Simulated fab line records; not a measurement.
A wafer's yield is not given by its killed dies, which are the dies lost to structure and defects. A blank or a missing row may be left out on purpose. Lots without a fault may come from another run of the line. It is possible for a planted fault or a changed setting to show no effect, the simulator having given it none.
Matching of chambers || flow nandHarc || aldHk-02 running NHARC_A_CHANNEL_FILL_D1_ALD_02: 4 sister chambers
The step deposits SiO2, target thk 6 nm, pulse time 10 s, ald cycles 60. 4 wafers are shown with their chamber, then 12 later ones without.

## WAFERS PAIRED WITH THEIR CHAMBERS
{"wafer": "L086.1", "chamber": 2, "heaterPowerW (W)": 642}
{"wafer": "L091.3", "chamber": 3, "heaterPowerW (W)": 501}
{"wafer": "L089.1", "chamber": 1, "heaterPowerW (W)": 479}
{"wafer": "L089.5", "chamber": 0, "heaterPowerW (W)": 484}

## WAFERS WHOSE CHAMBER IS MISSING
{"wafer": "L094.2", "heaterPowerW (W)": 504}
{"wafer": "L094.3", "heaterPowerW (W)": 476}
{"wafer": "L094.5", "heaterPowerW (W)": 480}
{"wafer": "L093.2", "heaterPowerW (W)": 613}
{"wafer": "L093.4", "heaterPowerW (W)": 475}
{"wafer": "L093.5", "heaterPowerW (W)": 470}
{"wafer": "L097.1", "heaterPowerW (W)": 483}
{"wafer": "L097.5", "heaterPowerW (W)": 471}
{"wafer": "L097.6", "heaterPowerW (W)": 497}
{"wafer": "L095.1", "heaterPowerW (W)": 503}
{"wafer": "L095.3", "heaterPowerW (W)": 478}
{"wafer": "L095.5", "heaterPowerW (W)": 514}

## THE CHAMBER EACH PASSED THROUGH
{"wafer": "L094.2", "from the rows above": "can't be placed: 3 or 0", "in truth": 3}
{"wafer": "L094.3", "from the rows above": "can't be placed: 1 or 0", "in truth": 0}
{"wafer": "L094.5", "from the rows above": "can't be placed: 1 or 0 or 3", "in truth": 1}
{"wafer": "L093.2", "from the rows above": 2, "in truth": 2}
{"wafer": "L093.4", "from the rows above": "can't be placed: 1 or 0", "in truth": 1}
{"wafer": "L093.5", "from the rows above": "can't be placed: 1 or 0", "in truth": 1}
{"wafer": "L097.1", "from the rows above": "can't be placed: 0 or 1 or 3", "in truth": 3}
{"wafer": "L097.5", "from the rows above": "can't be placed: 1 or 0", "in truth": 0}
{"wafer": "L097.6", "from the rows above": "can't be placed: 3 or 0 or 1", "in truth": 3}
{"wafer": "L095.1", "from the rows above": "can't be placed: 3 or 0", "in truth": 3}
{"wafer": "L095.3", "from the rows above": "can't be placed: 1 or 0", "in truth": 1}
{"wafer": "L095.5", "from the rows above": "can't be placed: 3 or 0", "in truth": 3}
Correctly placed: 1 of 12. From these rows, 11 cannot be placed; in 11 the true chamber is one of the candidates. Number placed wrongly: 0.
How it was worked out, from the rows above alone: a wafer's distance from a chamber is the root of the sum, over the readings, of the square of ((its reading less the chamber's mean) divided by the reading's scatter). The wafer belongs to the nearest chamber; if the next one is less than 2 further off, it can't be placed. For every chamber, the mean is computed from those of its wafers that are shown. The scatter: with one shown wafer a chamber, the root of the mean of the squares of how far each hidden wafer lies from its nearest shown one.
